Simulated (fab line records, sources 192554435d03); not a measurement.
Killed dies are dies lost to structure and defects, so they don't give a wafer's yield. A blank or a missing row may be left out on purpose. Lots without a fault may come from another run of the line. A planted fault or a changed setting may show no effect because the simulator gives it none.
Which tool did it? | flow n5_finfet | 11 lots, 33 wafers sampled, at 5 steps of a route of 1938

WHAT THE GAUGES READ, wafer by wafer
The record holds no reading of a measuring or inspecting step that can be judged against a usual standard deviation.

WHICH TOOL RAN EACH LOT (tool, then ch and the chambers of the sampled wafers, then the start)
lot  | N5_BEOL_M5_STRIP_91                           | N5_BEOL_M5_CURE_80            | N5_BEOL_M5_DEGAS_44          | N5_BEOL_M5_ALD_86                   | N5_PASSIVATION_PROBE_49
L267 | rie_diel-04 ch 0,1, day 10 07:10 or earlier   | uv_cure-01 ch 1, day 10 07:10 | pvd_sputter-01, day 10 07:41 | ald_metal-03 ch 0,2, day 10 07:47   | prober-01, day 14 14:08
L269 | rie_diel-01 ch 0,1, day 11 08:31 or earlier   | uv_cure-01 ch 0, day 11 08:31 | pvd_sputter-02, day 11 09:10 | ald_metal-03 ch 1,2, day 11 09:16   | -
L271 | rie_diel-02 ch 0,2,3, day 11 11:55 or earlier | uv_cure-02 ch 2, day 11 11:55 | pvd_sputter-02, day 11 12:23 | ald_metal-03 ch 1,2, day 11 12:29   | prober-01, day 15 12:53
L273 | rie_diel-02 ch 0,1,2, day 12 08:42 or earlier | uv_cure-01 ch 2, day 12 08:42 | pvd_sputter-01, day 12 10:53 | ald_metal-04 ch 1,3, day 12 10:59   | prober-02, day 16 13:06
L279 | rie_diel-04 ch 0,1,3, day 13 09:16 or earlier | uv_cure-01 ch 1, day 13 09:16 | pvd_sputter-01, day 13 09:26 | ald_metal-04 ch 0,1,3, day 13 09:34 | prober-01, day 17 16:50
L276 | rie_diel-02 ch 0,1,2, day 13 11:23 or earlier | uv_cure-01 ch 1, day 13 11:23 | pvd_sputter-03, day 13 11:44 | ald_metal-03 ch 0,2, day 13 11:50   | prober-02, day 17 23:58
L282 | rie_diel-04 ch 1,3, day 13 14:59 or earlier   | uv_cure-02 ch 1, day 13 14:59 | pvd_sputter-02, day 13 15:52 | ald_metal-02 ch 0,1,3, day 13 16:04 | prober-01, day 18 00:59
L284 | rie_diel-02 ch 1,3, day 13 21:34 or earlier   | uv_cure-01 ch 2, day 13 21:34 | pvd_sputter-03, day 13 23:20 | ald_metal-03 ch 0,2,3, day 13 23:26 | -
L287 | rie_diel-01 ch 0,2,3, day 14 17:08 or earlier | uv_cure-01 ch 1, day 14 17:08 | pvd_sputter-02, day 14 17:35 | ald_metal-02 ch 1,2, day 14 17:43   | prober-01, day 18 12:19
L285 | rie_diel-01 ch 0,2,3, day 15 00:43 or earlier | uv_cure-03 ch 0, day 15 00:43 | pvd_sputter-02, day 15 01:04 | ald_metal-04 ch 0,2,3, day 15 01:10 | prober-02, day 19 05:38
L286 | rie_diel-01 ch 1,2, day 15 10:23 or earlier   | uv_cure-01 ch 2, day 15 10:23 | pvd_sputter-03, day 15 10:52 | ald_metal-04 ch 1,2, day 15 10:58   | -
- N5_BEOL_M5_STRIP_91: strips in N2/H2, time 10 s.
- N5_BEOL_M5_CURE_80: cures SiCOH lowk, time 120 s.
- N5_BEOL_M5_DEGAS_44: time 60 s.
- N5_BEOL_M5_ALD_86: deposits TaN, pulse time 2 s, purge time 3 s, co reactant purge time 2 s.
- N5_PASSIVATION_PROBE_49

WHAT THE TOOLS THEMSELVES READ (means of the sampled wafers that have a number; where no wafer has one, the mark that the record gives instead)
N5_BEOL_M5_STRIP_91. Usual: bias_power_w 6.998 W, standard deviation 0.021; drypump_motor_current_A 5.7 A, standard deviation 0.44; oes_product_au 0.79 a.u., standard deviation 0.079; rf_vpp_V 59.3 V, standard deviation 0.83; showerhead_plenum_p_Torr 2.57 Torr, standard deviation 0.096; throttle_valve_pct 23.6 %, standard deviation 0.32.
lot  | tool        | bias_power_w (W) | drypump_motor_current_A (A) | oes_product_au (a.u.) | rf_vpp_V (V) | showerhead_plenum_p_Torr (Torr) | throttle_valve_pct (%) | flag
L267 | rie_diel-04 | 7.004            | 5.4                         | 0.78                  | 58.5         | 2.52                            | 23.9                   |
L269 | rie_diel-01 | 7.002            | 6.0                         | 0.78                  | 59.3         | 2.64                            | 23.8                   |
L271 | rie_diel-02 | 6.976            | 5.7                         | 0.87                  | 59.8         | 2.58                            | 23.4                   |
L273 | rie_diel-02 | 7.007            | 5.3                         | 0.88                  | 59.6         | 2.55                            | 23.4                   |
L279 | rie_diel-04 | 6.986            | 5.7                         | 0.76                  | 58.9         | 2.44                            | 23.8                   |
L276 | rie_diel-02 | 7.007            | 5.3                         | 0.87                  | 59.6         | 2.55                            | 23.5                   |
L282 | rie_diel-04 | 7.013            | 5.8                         | 0.74                  | 59.3         | 2.47                            | 23.8                   |
L284 | rie_diel-02 | 7.004            | 5.3                         | 0.84                  | 58.6         | 2.50                            | 23.2                   |
L287 | rie_diel-01 | 6.993            | 5.9                         | 0.76                  | 59.5         | 2.64                            | 23.7                   |
L285 | rie_diel-01 | 7.002            | 5.8                         | 0.75                  | 60.0         | 2.64                            | 23.7                   |
L286 | rie_diel-01 | 6.989            | 5.9                         | 0.85                  | 59.1         | 2.68                            | 23.7                   |

N5_BEOL_M5_CURE_80. Usual: lamp_power_pct 52.31 %, standard deviation 0.056; run_length_s 178.6 s, standard deviation 1; wafer_temp_C_max 372.1, standard deviation 0.75.
lot  | tool       | lamp_power_pct (%) | run_length_s (s) | wafer_temp_C_max | flag
L267 | uv_cure-01 | 52.34              | 178.5            | 372.5            |
L269 | uv_cure-01 | 52.36              | 181.9            | 372.5            | OFF
L271 | uv_cure-02 | 52.32              | 178.5            | 371.1            |
L273 | uv_cure-01 | 52.33              | 177.6            | 371.3            |
L279 | uv_cure-01 | -                  | -                | -                | OFF
L276 | uv_cure-01 | -                  | -                | -                | OFF
L282 | uv_cure-02 | 52.28              | 178.7            | 372.1            |
L284 | uv_cure-01 | 52.31              | 177.6            | 371.0            |
L287 | uv_cure-01 | 52.34              | 178.5            | 372.4            |
L285 | uv_cure-03 | 52.35              | 177.8            | 372.4            |
L286 | uv_cure-01 | 52.30              | 177.5            | 370.9            |

N5_BEOL_M5_DEGAS_44. Usual: heater_power_w 336 W, standard deviation 48.
lot  | tool           | heater_power_w (W) | flag
L267 | pvd_sputter-01 | 354                |
L269 | pvd_sputter-02 | 321                |
L271 | pvd_sputter-02 | 320                |
L273 | pvd_sputter-01 | 341                |
L279 | pvd_sputter-01 | 365                |
L276 | pvd_sputter-03 | 352                |
L282 | pvd_sputter-02 | 299                |
L284 | pvd_sputter-03 | 286                |
L287 | pvd_sputter-02 | 331                |
L285 | pvd_sputter-02 | 319                |
L286 | pvd_sputter-03 | 300                |

N5_BEOL_M5_ALD_86. Usual: heater_power_w 412 W, standard deviation 39.
lot  | tool         | heater_power_w (W) | flag
L267 | ald_metal-03 | 408                |
L269 | ald_metal-03 | 448                |
L271 | ald_metal-03 | 441                |
L273 | ald_metal-04 | 383                |
L279 | ald_metal-04 | 422                |
L276 | ald_metal-03 | 400                |
L282 | ald_metal-02 | 400                |
L284 | ald_metal-03 | 414                |
L287 | ald_metal-02 | 417                |
L285 | ald_metal-04 | 390                |
L286 | ald_metal-04 | 398                |

N5_PASSIVATION_PROBE_49. Usual: defect_limited_yield 91.1 %, standard deviation 1.4; killed_at_M0_to_M3 34, standard deviation 10; killed_at_M4_up 14, standard deviation 5.5; killed_at_contacts 12, standard deviation 5.1; killed_at_front_end 41, standard deviation 12; killed_at_other 4, standard deviation 3.1; killed_dies 105, standard deviation 17; killed_open 70, standard deviation 13; killed_short 33, standard deviation 7.6; sort_bin_5_function 5.3 %, standard deviation 0.98; sort_bin_6_memory 3.3 %, standard deviation 0.67; sort_n_pass 1075, standard deviation 17; sort_yield_pct 91.1 %, standard deviation 1.4.
lot  | tool      | defect_limited_yield (%) | killed_at_M0_to_M3 | killed_at_M4_up | killed_at_contacts | killed_at_front_end | killed_at_other | killed_dies | killed_open | killed_short | sort_bin_5_function (%) | sort_bin_6_memory (%) | sort_n_pass | sort_yield_pct (%) | flag
L267 | prober-01 | 92.6                     | 25                 | 18              | 9                  | 33                  | 2               | 87          | 57          | 28           | 4.4                     | 2.7                   | 1093        | 92.6               |
L271 | prober-01 | 91.1                     | 24                 | 14              | 17                 | 48                  | 2               | 105         | 77          | 27           | 5.3                     | 3.4                   | 1075        | 91.1               |
L273 | prober-02 | 93.2                     | 19                 | 17              | 12                 | 32                  | 1               | 80          | 53          | 25           | 3.9                     | 2.7                   | 1100        | 93.2               |
L279 | prober-01 | 91.9                     | 29                 | 18              | 10                 | 34                  | 4               | 96          | 62          | 31           | 4.7                     | 3.3                   | 1084        | 91.9               |
L276 | prober-02 | 90.3                     | 38                 | 17              | 12                 | 40                  | 7               | 114         | 82          | 32           | 5.8                     | 3.6                   | 1066        | 90.3               |
L282 | prober-01 | 90.4                     | 44                 | 16              | 15                 | 36                  | 2               | 113         | 71          | 40           | 5.7                     | 3.5                   | 1067        | 90.4               |
L287 | prober-01 | 89.8                     | 51                 | 15              | 7                  | 44                  | 4               | 121         | 75          | 44           | 6.5                     | 3.3                   | 1059        | 89.8               |
L285 | prober-02 | 91.0                     | 33                 | 12              | 17                 | 40                  | 4               | 106         | 69          | 35           | 5.2                     | 3.4                   | 1074        | 91.0               |

THE ANSWER, worked out from the rows above alone
Rule: a lot is off if the mean of its wafers that have a number lies more than 3 standard deviations from the usual mean. A lot without any number at a reading at which 4 lots or more have one is off too. The other lots that the step has rows for count as sound. The gauges are gone through in route order, then the tools' own readings, and for those a lot's mean is taken as printed above. The first step at which some lot is off is used, and at that step the reading that is off furthest; a lot without a number counts as furthest.
Off: L279, L276, at N5_BEOL_M5_CURE_80 (lamp_power_pct). Without a number there: L279, L276.
A tool fits if, at that step or a process step before it, it ran every lot that is off, and no sound lot after the first of them. N5_BEOL_M5_STRIP_91 gives no start for some lots, so the hours and the order of its lots are those of N5_BEOL_M5_CURE_80. None of those tried fits.

WHAT THE SIMULATOR HAD PUT IN
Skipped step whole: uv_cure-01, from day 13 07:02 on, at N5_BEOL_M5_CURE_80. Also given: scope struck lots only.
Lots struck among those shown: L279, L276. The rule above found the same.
